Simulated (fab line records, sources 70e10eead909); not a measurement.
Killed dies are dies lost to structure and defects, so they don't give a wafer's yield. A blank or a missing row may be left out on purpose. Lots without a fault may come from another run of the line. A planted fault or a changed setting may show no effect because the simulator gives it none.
Which tool did it? | flow nand_harc | 14 lots, 42 wafers sampled, at 4 steps of a route of 1159

WHAT THE GAUGES READ, wafer by wafer
NHARC_A_ZERO_WELL_CD_MEAS_10: target cd 2000 nm.
lot  | measured     | on        | cd_nm (nm)
L770 | day 6 15:05  | cd_sem-03 | 1996.1 1995.2 1998.1
L772 | day 7 04:53  | cd_sem-01 | 2002.5 1999.4 2001.1
L776 | day 8 01:03  | cd_sem-03 | 1997.3 1997.0 1997.9
L779 | day 8 16:13  | cd_sem-01 | 2004.8 2004.1 2001.8
L778 | day 8 17:19  | cd_sem-03 | 1999.6 2000.1 2001.2
L783 | day 9 18:39  | cd_sem-03 | 2003.1 2002.2 2002.6
L786 | day 10 18:05 | cd_sem-01 | 2000.8 2001.2 2002.5
L787 | day 10 18:31 | cd_sem-03 | 2004.0 2002.7 2001.4
L788 | day 10 23:25 | cd_sem-03 | 2002.9 2002.2 2002.2
L789 | day 10 23:36 | cd_sem-02 | 1998.1 2000.8 1997.6
L790 | day 11 22:28 | cd_sem-03 | 1998.7 1997.7 1996.4
L791 | day 11 22:34 | cd_sem-02 | 1999.4 1998.6 2000.2
L792 | day 12 00:44 | cd_sem-02 | 2000.0 2000.8 2001.8
L793 | day 12 01:20 | cd_sem-02 | 2002.3 2001.8 2000.4

NHARC_A_ONON_D1_THK_MEAS_05: measures by ellipsometry.
lot  | measured     | on            | thk_nm (nm)
L770 | day 7 13:35  | film_metro-02 | 1006 1007 1006
L772 | day 8 05:16  | film_metro-02 | 975 978 976
L776 | day 9 00:26  | film_metro-02 | 1099 1096 1098
L779 | day 9 16:43  | film_metro-01 | 1104 1105 1105
L778 | day 9 16:30  | film_metro-02 | 977 977 976
L783 | day 10 19:13 | film_metro-02 | 995 992 995
L786 | day 11 16:08 | film_metro-02 | 1001 1002 1002
L787 | day 11 16:11 | film_metro-02 | 986 987 987
L788 | day 11 22:44 | film_metro-02 | 996 994 996
L789 | day 11 22:44 | film_metro-01 | 986 986 985
L790 | day 12 22:11 | film_metro-02 | 997 998 995
L791 | day 12 22:17 | film_metro-01 | 1018 1018 1016
L792 | day 12 22:11 | film_metro-01 | 1014 1012 1011
L793 | day 12 22:30 | film_metro-02 | 989 990 991

NHARC_END_SORT_01.
lot  | measured     | on        | killed_at_array | killed_at_other | killed_at_periphery | killed_dies | killed_open | killed_short
L776 | day 21 12:27 | prober-01 | 673 675 675     | 0 0 0           | 4 2 2               | 677 677 677 | 6 5 6       | 4 1 0
L779 | day 21 19:27 | prober-02 | 665 672 669     | 0 0 0           | 12 5 8              | 677 677 677 | 4 2 3       | 2 1 1
L786 | day 23 04:22 | prober-01 | 13 13 15        | 0 0 0           | 10 10 11            | 23 23 26    | 1 1 2       | 0 2 3

WHICH TOOL RAN EACH LOT (tool, then ch and the chambers of the sampled wafers, then the start)
lot  | NHARC_A_ONON_D1_DEP_03
L770 | pecvd_onon-04 ch 0, day 7 13:05
L772 | pecvd_onon-01 ch 0, day 8 04:49
L776 | pecvd_onon-01 ch 0, day 8 23:59
L779 | pecvd_onon-01 ch 0, day 9 16:13
L778 | pecvd_onon-03 ch 0, day 9 15:59
L783 | pecvd_onon-04 ch 0, day 10 18:45
L786 | pecvd_onon-03 ch 0, day 11 15:38
L787 | pecvd_onon-04 ch 0, day 11 15:41
L788 | pecvd_onon-03 ch 0, day 11 22:14
L789 | pecvd_onon-01 ch 0, day 11 22:13
L790 | pecvd_onon-04 ch 0, day 12 21:40
L791 | pecvd_onon-03 ch 0, day 12 21:46
L792 | pecvd_onon-01 ch 0, day 12 21:42
L793 | pecvd_onon-01 ch 0, day 12 22:03
- NHARC_A_ONON_D1_DEP_03: target thk 1000 nm.

WHAT THE TOOLS THEMSELVES READ (means of the sampled wafers that have a number; where no wafer has one, the mark that the record gives instead)
NHARC_A_ONON_D1_DEP_03.
lot  | tool          | n2o_flow_sccm (sccm)
L770 | pecvd_onon-04 | 2003
L772 | pecvd_onon-01 | 1996
L776 | pecvd_onon-01 | 2002
L779 | pecvd_onon-01 | 2012
L778 | pecvd_onon-03 | 1997
L783 | pecvd_onon-04 | 2010
L786 | pecvd_onon-03 | 2003
L787 | pecvd_onon-04 | 1998
L788 | pecvd_onon-03 | 2005
L789 | pecvd_onon-01 | 2002
L790 | pecvd_onon-04 | 2006
L791 | pecvd_onon-03 | 1999
L792 | pecvd_onon-01 | 1991
L793 | pecvd_onon-01 | 2001

THE ANSWER, worked out from the rows above alone
Rule: what is usual is taken from the lots themselves. Put in order of their means at a reading, lots are off if they are a third of the lots or fewer, leave a main group of 4 or more, and stand apart from it by a gap of 3 or more times the standard deviation of the main group's means; of several such gaps the widest counts. A main group whose means are all the same, to the digits that the tables above print for the reading, isn't used. A lot without any number at a reading at which 4 lots or more have one is off too. The other lots that the step has rows for count as sound. The gauges are gone through in route order, then the tools' own readings, and for those a lot's mean is taken as printed above. The first step at which some lot is off is used, and at that step the reading that is off furthest; a lot without a number counts as furthest.
Off: L776, L779, at NHARC_A_ONON_D1_THK_MEAS_05 (thk_nm). The main group: mean 995 nm, standard deviation 12.
A tool fits if, at a process step before that reading, it ran every lot that is off, and no sound lot after the first of them. The gauges at NHARC_A_ONON_D1_THK_MEAS_05 are tried like those tools. None of those tried fits.

WHAT THE SIMULATOR HAD PUT IN
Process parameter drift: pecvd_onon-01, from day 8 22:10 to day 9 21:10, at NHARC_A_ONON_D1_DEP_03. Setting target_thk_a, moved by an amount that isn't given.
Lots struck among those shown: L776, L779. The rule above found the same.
